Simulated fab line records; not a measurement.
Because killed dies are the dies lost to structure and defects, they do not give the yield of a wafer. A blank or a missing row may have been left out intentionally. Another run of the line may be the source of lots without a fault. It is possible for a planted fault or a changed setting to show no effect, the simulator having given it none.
8D (eight disciplines) problem report, filled in by code	flow nand-harc	the parts of the form that need people (team, actions taken, sign-off) are left out

1. WHAT IS WRONG
Mean of thk-nm at NHARC_A_ONON_D1_THK_MEAS_21: 1554 nm across 9 wafers in 3 lots; on wafers with no fault it is 1000 nm (standard deviation 11). Relative to the usual mean, that is a shift of +50 standard deviations.
The step: measures by ellipsometry.
The first sign was on wafer L829.2 at day 9 03:46, on film-metro-01. At this step, 45 wafers from 15 lots have a number in the record. By rule, "out" or "out of limits" means more than 4 standard deviations away from the usual mean. All remaining wafers that have a number are taken as sound.

2. WHAT IT IS, AND WHAT IT ISN'T
question	is	is not
which readings at this step	thk-nm	-
which lots	L828, L829, L831	L824, L825, L827, L838, L840, L841, L842, L843, L844, L845, L846, L847
which wafers of those lots	all that have a number	-
read on which gauges	film-metro-01, film-metro-02	-
when	from day 9 03:46	up to then (9 sound wafers); but 27 sound wafers of L838, L840, L841, L842, L843, L844, L845, L846, L847 came after

3. WHAT RULES OUT EACH SUSPECT
Counting: a tool at any process step up to the reading remains a suspect when it ran all the lots that are out and ran no sound lot after the first of those.
- the gauge at NHARC_A_ONON_D1_THK_MEAS_21 is ruled out. Those wafers that are out were read across 2 gauges (film-metro-01, film-metro-02).
- pecvd-onon-03 at NHARC_A_ONON_D1_DEP_19 (target thk 1000 nm): ruled out as a lasting fault. Sound lots L843, L840, L846 ran on it after its first lot that is out, L829 (day 9 03:19).
Left after counting: nothing in the record.

4. THE CAUSE (what the simulator had put in)
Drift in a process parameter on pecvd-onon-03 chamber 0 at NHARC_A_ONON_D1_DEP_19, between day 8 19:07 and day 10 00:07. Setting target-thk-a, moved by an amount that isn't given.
The count ruled it out by mistake, since the rule takes a fault to strike every lot its tool runs from the start of the fault on, and this one did not do so.

5. SEQUENCE OF EFFECTS, ordered by route
Each row: a reading where the mean over the struck wafers with a number is more than 3 standard deviations away from the usual. Readings are gone through only where the record gives a usual standard deviation; hours: the median, over the lots, of the time from a lot's start at the first step in this table giving one to that lot's start at this step; sigmas: the change measured in usual standard deviations.
hours	step	reading	usual	on struck wafers	change	sigmas
0	NHARC_A_ONON_D1_THK_MEAS_21	thk-nm	1000 nm	1554	+554	+50
276	NHARC_END_SORT_01	killed-at-array	26	674	+648	+65
276	NHARC_END_SORT_01	killed-dies	29	677	+648	+59

6. HOW IT WOULD HAVE BEEN CAUGHT EARLIER
The first out-of-limits reading at a measuring or inspecting step in this record came at day 9 03:46, 9 hours after the fault's start at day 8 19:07.
